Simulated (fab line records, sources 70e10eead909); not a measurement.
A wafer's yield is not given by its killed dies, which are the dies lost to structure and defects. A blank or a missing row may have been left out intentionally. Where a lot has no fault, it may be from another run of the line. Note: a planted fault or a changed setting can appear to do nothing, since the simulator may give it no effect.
The tool behind it: which one? -- flow nandHarc -- 7 lots with 20 wafers sampled at 2 steps, on a route of 1159 steps

WHAT THE GAUGES SHOWED, per wafer
NHARC_A_ONON_D1_THK_MEAS_27: measures by ellipsometry.
lot,measured,on,thkNm (nm)
L665,day 8 06:58,filmMetro-01,999 998 998
L667,day 8 21:29,filmMetro-01,1019 1021 1021
L671,day 9 15:59,filmMetro-01,997 997 996
L677,day 11 08:31,filmMetro-02,397 995
L680,day 12 05:35,filmMetro-01,397 995 995
L684,day 12 14:13,filmMetro-01,1000 1001 999
L687,day 13 16:11,filmMetro-02,994 995 996

WHICH TOOL RAN EACH LOT (tool, then ch and the chambers of the sampled wafers, then the start)
lot,NHARC_A_ONON_D1_DEP_25
L665,"pecvdOnon-02 ch 0, day 8 06:30"
L667,"pecvdOnon-04 ch 0, day 8 21:02"
L671,"pecvdOnon-02 ch 0, day 9 15:31"
L677,"pecvdOnon-02 ch 0, day 11 08:04"
L680,"pecvdOnon-02 ch 0, day 12 05:04"
L684,"pecvdOnon-04 ch 0, day 12 13:43"
L687,"pecvdOnon-03 ch 0, day 13 15:44"
- NHARC_A_ONON_D1_DEP_25: target thk 1000 nm.

THE ANSWER, worked out from the rows above alone
Rule: usual is defined by the lots themselves. The widest of any qualifying gaps counts: lots, ordered by their means at a reading, are off when they make up no more than a third of the lots, leave a main group of 4 or more, and stand apart from it by 3 or more times the standard deviation of that group's means. Not used: any main group whose means are identical at the precision the tables above print for the reading. A lot without any number at a reading at which 4 lots or more have one is off too. The other lots that the step has rows for count as sound.
Off: L677, L680 (NHARC_A_ONON_D1_THK_MEAS_27, thkNm). Mean 1002 nm and standard deviation 9.3 in the main group.
A tool fits if, at a process step before that reading, it ran every lot that is off, and no sound lot after the first of them. Those tools and the gauges at NHARC_A_ONON_D1_THK_MEAS_27 are tried in the same way. One fits: NHARC_A_ONON_D1_DEP_25 on pecvdOnon-02. Its last sound lot is L671 (day 9 15:31), its first lot that is off L677 (day 11 08:04): a fault that began between those two fits.

WHAT THE SIMULATOR PUT IN
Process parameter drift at NHARC_A_ONON_D1_DEP_25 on pecvdOnon-02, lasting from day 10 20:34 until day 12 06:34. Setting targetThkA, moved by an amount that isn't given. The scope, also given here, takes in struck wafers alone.
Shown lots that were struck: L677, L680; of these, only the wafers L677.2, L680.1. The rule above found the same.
